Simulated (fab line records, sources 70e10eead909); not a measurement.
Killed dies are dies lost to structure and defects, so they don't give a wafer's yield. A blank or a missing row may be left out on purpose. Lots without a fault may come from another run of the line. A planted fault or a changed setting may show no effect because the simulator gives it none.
Which tool did it? | flow nand_harc | 6 lots, 18 wafers sampled, at 2 steps of a route of 1302

WHAT THE GAUGES READ, wafer by wafer
NHARC_A_M1_CD_MEAS_16.
lot  | measured     | on        | cd_nm (nm)
L149 | day 23 11:07 | cd_sem-01 | 118.7 119.9 119.1
L151 | day 23 19:19 | cd_sem-01 | 120.3 119.1 119.4
L152 | day 24 17:39 | cd_sem-01 | 120.1 119.9 120.7
L156 | day 26 19:18 | cd_sem-02 | 120.1 120.5 119.9
L166 | day 30 15:02 | cd_sem-01 | 119.8 120.4 119.6
L170 | day 32 06:18 | cd_sem-02 | 118.4 118.8 119.6

WHICH TOOL RAN EACH LOT (tool, then ch and the chambers of the sampled wafers, then the start)
lot  | NHARC_A_M1_ETCH_15
L149 | rie_diel-05 ch 0,1,2, day 23 11:07 or earlier
L151 | rie_diel-05 ch 0,3, day 23 19:19 or earlier
L152 | rie_diel-08 ch 0,2,3, day 24 17:39 or earlier
L156 | rie_diel-05 ch 0,2,3, day 26 19:18 or earlier
L166 | rie_diel-05 ch 0,2,3, day 30 15:02 or earlier
L170 | rie_diel-08 ch 0,1,2, day 32 06:18 or earlier
- NHARC_A_M1_ETCH_15: etches the open film in C4F8/Ar, target depth 182.5 nm, time 91.2 s.

THE ANSWER, worked out from the rows above alone
Rule: what is usual is taken from the lots themselves. Put in order of their means at a reading, lots are off if they are a third of the lots or fewer, leave a main group of 4 or more, and stand apart from it by a gap of 3 or more times the standard deviation of the main group's means; of several such gaps the widest counts. A main group whose means are all the same, to the digits that the tables above print for the reading, isn't used. A lot without any number at a reading at which 4 lots or more have one is off too. The other lots that the step has rows for count as sound.
No lot is off at any reading shown: from this, nothing can be told.

WHAT THE SIMULATOR HAD PUT IN
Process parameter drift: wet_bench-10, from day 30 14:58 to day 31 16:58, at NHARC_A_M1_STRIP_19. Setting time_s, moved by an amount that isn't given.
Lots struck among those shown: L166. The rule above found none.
